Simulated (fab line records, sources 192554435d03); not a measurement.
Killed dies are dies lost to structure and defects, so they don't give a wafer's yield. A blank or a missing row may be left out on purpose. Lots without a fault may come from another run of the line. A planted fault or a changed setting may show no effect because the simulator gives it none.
Chamber matching | flow n5_finfet | N5_DUMMY_GATE_ETCH_23 on rie_si-05: 4 sister chambers
The step etches poly-Si in HBr/Cl2/O2, target depth 41 nm, time 22.3 s. 4 wafers are shown with their chamber, then 11 later ones without.

WAFERS WITH THEIR CHAMBER
wafer  | chamber | throttle_valve_pct (%)
L083.1 | 1       | 37.34
L083.2 | 2       | 36.87
L083.4 | 0       | 37.31
L084.1 | 3       | 37.55

WAFERS WITHOUT THEIR CHAMBER
wafer  | throttle_valve_pct (%)
L084.2 | 37.34
L084.6 | 37.55
L086.1 | 37.34
L086.3 | 37.29
L086.6 | 37.29
L092.3 | 36.88
L092.4 | 37.33
L092.6 | 37.56
L095.2 | 36.86
L095.3 | 37.29
L095.4 | 37.33

WHICH CHAMBER EACH WENT THROUGH
wafer  | from the rows above     | in truth
L084.2 | 1                       | 1
L084.6 | 3                       | 3
L086.1 | 1                       | 1
L086.3 | 0                       | 0
L086.6 | 0                       | 0
L092.3 | 2                       | 2
L092.4 | can't be placed: 1 or 0 | 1
L092.6 | 3                       | 3
L095.2 | 2                       | 2
L095.3 | 0                       | 0
L095.4 | can't be placed: 1 or 0 | 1
Placed correctly: 9 of 11. Can't be placed from these rows: 2 (the true chamber is among the candidates in 2). Placed wrongly: 0.
How it was worked out, from the rows above alone: a wafer's distance from a chamber is the root of the sum, over the readings, of the square of ((its reading less the chamber's mean) divided by the reading's scatter). The wafer belongs to the nearest chamber; if the next one is less than 2 further off, it can't be placed. A chamber's mean is the mean of its shown wafers. The scatter: with one shown wafer a chamber, the root of the mean of the squares of how far each hidden wafer lies from its nearest shown one.
